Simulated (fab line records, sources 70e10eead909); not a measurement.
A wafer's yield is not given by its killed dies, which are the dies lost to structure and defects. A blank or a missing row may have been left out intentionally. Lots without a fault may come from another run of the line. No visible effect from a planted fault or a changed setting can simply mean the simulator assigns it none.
Matching of chambers | flow nand harc | NHARC_A_WL_FILL_ALD_19 on ald metal-01: 4 sister chambers
The step deposits TiN, target thk 2 nm, pulse time 3 s, ald cycles 100. 16 wafers are shown with their chamber, then 8 later ones without.

EACH WAFER AND ITS CHAMBER
wafer  | chamber | heater power w (W) | precursor pulse height rel
L749.1 | 2       | 1016               | 1.020
L749.3 | 1       | 999                | 0.994
L749.5 | 3       | 1091               | 0.955
L752.1 | 2       | 1016               | 0.992
L752.5 | 3       | 1127               | 1.001
L752.6 | 2       | 1035               | 0.989
L751.1 | 2       | 1041               | 0.990
L751.4 | 0       | 1036               | 0.996
L751.5 | 3       | 1089               | 1.014
L756.3 | 3       | 1090               | 1.001
L756.4 | 1       | 955                | 0.973
L756.5 | 0       | 933                | 0.999
L755.3 | 1       | 952                | 1.001
L755.5 | 3       | 1109               | 0.975
L755.6 | 0       | 922                | 1.005
L757.1 | 2       | 1045               | 0.966

SIGNATURES (means of the wafers above)
reading                    | chamber 0 | chamber 1 | chamber 2 | chamber 3 | scatter within a chamber
heater power w             | 963.67    | 968.67    | 1030.60   | 1101.20   | 30.5
precursor pulse height rel | 1.00000   | 0.98933   | 0.99140   | 0.98920   | 0.0187
Rule: a wafer's distance from a chamber is the root of the sum, over the readings, of the square of ((its reading less the chamber's mean) divided by the reading's scatter). If the next closest chamber is less than 2 further off than the closest, the wafer can't be placed; otherwise it belongs to the closest. The scatter: the root of (the sum of the squares of (reading less its chamber's mean) over the shown wafers, divided by (wafers less chambers)).

WAFERS WITH NO CHAMBER GIVEN
wafer  | heater power w (W) | precursor pulse height rel
L757.2 | 956                | 0.998
L757.3 | 936                | 0.990
L761.1 | 933                | 0.979
L761.2 | 1128               | 1.023
L761.4 | 950                | 0.981
L772.2 | 1077               | 1.007
L772.4 | 1117               | 0.994
L772.6 | 1106               | 1.002

WHICH CHAMBER EACH ONE RAN IN
wafer  | from the rows above          | in truth
L757.2 | can't be placed: 0 or 1      | 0
L757.3 | can't be placed: 0 or 1      | 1
L761.1 | can't be placed: 1 or 0 or 2 | 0
L761.2 | can't be placed: 3 or 2      | 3
L761.4 | can't be placed: 1 or 0 or 2 | 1
L772.2 | can't be placed: 3 or 2      | 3
L772.4 | 3                            | 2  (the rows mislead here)
L772.6 | can't be placed: 3 or 2      | 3
0 of 8 placed correctly. Not placeable from these rows: 7 (in 7, the candidates include the true chamber). Number placed wrongly: 1.
